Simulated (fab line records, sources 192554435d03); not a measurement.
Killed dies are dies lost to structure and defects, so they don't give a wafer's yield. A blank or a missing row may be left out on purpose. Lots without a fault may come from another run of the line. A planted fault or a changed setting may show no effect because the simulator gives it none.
Split-lot experiment | flow n5_finfet | 7 lots, 39 wafers read, on a route of 1938 steps

THE SPLIT
At N5_FIN_SAQP_ETCH_52 (etches SOC in N2/H2, target depth 100 nm, overetch 20 nm, time 150 s), the setting source_w was moved away from the recipe's 840 W on 15 of the 39 wafers read, by -13.3% to +16.6%. The other wafers ran this setting at the recipe's value.

The reading is taken at the split's own step.

THE READING
rf_vpp_V, in V, at N5_FIN_SAQP_ETCH_52 (etches SOC in N2/H2, target depth 100 nm, overetch 20 nm, time 150 s). Fault-free wafers of this fab line usually give 524.7 V, standard deviation 2.4 V.

wafer  | tool, chamber at the split | source_w as run, W | against the recipe | rf_vpp_V, V | against lot-mates on the recipe
L074.1 | rie_diel-04, 1             | 840                | recipe             | 523.7       | -
L074.2 | rie_diel-04, 0             | 728.4              | -13.3%             | 548.4       | +27.0
L074.3 | rie_diel-04, 3             | 840                | recipe             | 518.1       | -
L074.4 | rie_diel-04, 2             | 728.4              | -13.3%             | 552.6       | +31.2
L074.5 | rie_diel-04, 1             | 840                | recipe             | 522.5       | -
L074.6 | rie_diel-04, 0             | 728.4              | -13.3%             | 548.7       | +27.3
L075.1 | rie_diel-02, 1             | 840                | recipe             | 525.7       | -
L075.3 | rie_diel-02, 0             | 840                | recipe             | 525.0       | -
L075.4 | rie_diel-02, 3             | 840                | recipe             | 521.7       | -
L080.1 | rie_diel-02, 1             | 840                | recipe             | 525.1       | -
L080.2 | rie_diel-02, 2             | 840                | recipe             | 521.1       | -
L080.3 | rie_diel-02, 3             | 951.4              | +13.3%             | 501.8       | -21.0
L080.4 | rie_diel-02, 0             | 951.4              | +13.3%             | 504.1       | -18.7
L080.5 | rie_diel-02, 2             | 840                | recipe             | 522.3       | -
L080.6 | rie_diel-02, 3             | 951.4              | +13.3%             | 501.5       | -21.3
L085.1 | rie_diel-04, 1             | 840                | recipe             | 523.5       | -
L085.2 | rie_diel-04, 3             | 882.8              | +5.1%              | 518.5       | -4.8
L085.3 | rie_diel-04, 0             | 882.8              | +5.1%              | 514.7       | -8.6
L085.4 | rie_diel-04, 2             | 882.8              | +5.1%              | 518.3       | -5.0
L085.5 | rie_diel-04, 0             | 840                | recipe             | 523.8       | -
L085.6 | rie_diel-04, 1             | 840                | recipe             | 522.6       | -
L087.1 | rie_diel-05, 3             | 840                | recipe             | 523.7       | -
L087.2 | rie_diel-05, 2             | 840                | recipe             | 526.8       | -
L087.3 | rie_diel-05, 0             | 840                | recipe             | 528.5       | -
L087.4 | rie_diel-05, 1             | 840                | recipe             | 522.5       | -
L087.5 | rie_diel-05, 3             | 840                | recipe             | 523.6       | -
L087.6 | rie_diel-05, 0             | 840                | recipe             | 529.4       | -
L091.1 | rie_diel-05, 1             | 979.6              | +16.6%             | 496.1       | -29.6
L091.2 | rie_diel-05, 2             | 840                | recipe             | 526.1       | -
L091.3 | rie_diel-05, 3             | 979.6              | +16.6%             | 496.8       | -28.9
L091.4 | rie_diel-05, 0             | 979.6              | +16.6%             | 501.2       | -24.5
L091.5 | rie_diel-05, 3             | 840                | recipe             | 524.4       | -
L091.6 | rie_diel-05, 2             | 840                | recipe             | 526.5       | -
L097.1 | rie_diel-05, 3             | 840                | recipe             | 522.4       | -
L097.2 | rie_diel-05, 2             | 840                | recipe             | 526.9       | -
L097.3 | rie_diel-05, 0             | 956.2              | +13.8%             | 506.8       | -18.4
L097.4 | rie_diel-05, 3             | 956.2              | +13.8%             | 501.6       | -23.6
L097.5 | rie_diel-05, 2             | 840                | recipe             | 526.3       | -
L097.6 | rie_diel-05, 0             | 956.2              | +13.8%             | 505.5       | -19.7

THE FIT
A straight line over all 39 wafers: rf_vpp_V changes by -1.65 V for each +1% of source_w; r = -0.98; the points scatter about the line by 2.7 V.
The same after taking each lot's own level away (the mean of its wafers on the recipe; 39 wafers): -1.73 V for each +1%; r = -0.98; scatter 2.7 V.
On that fit, the largest move of source_w shifts the reading by 29 V.
The lots' own levels span 521.43 to 525.75 V, that is 1.8 times the standard deviation above.
So the lot-to-lot level changes the slope little: the two slopes agree.
Check: with one of the wafers moved furthest among these (+16.6%) left out of the fit, the line predicts -27.4 V for it against its lot-mates. It came out at -29.6 V against them.
Tool readings at the split's step, against how far the setting was moved: rf_vpp_V r = -0.98.

THE FILE'S OWN FIT
rf_vpp_V changes by -1.68 V for each +1% of source_w, r = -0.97.
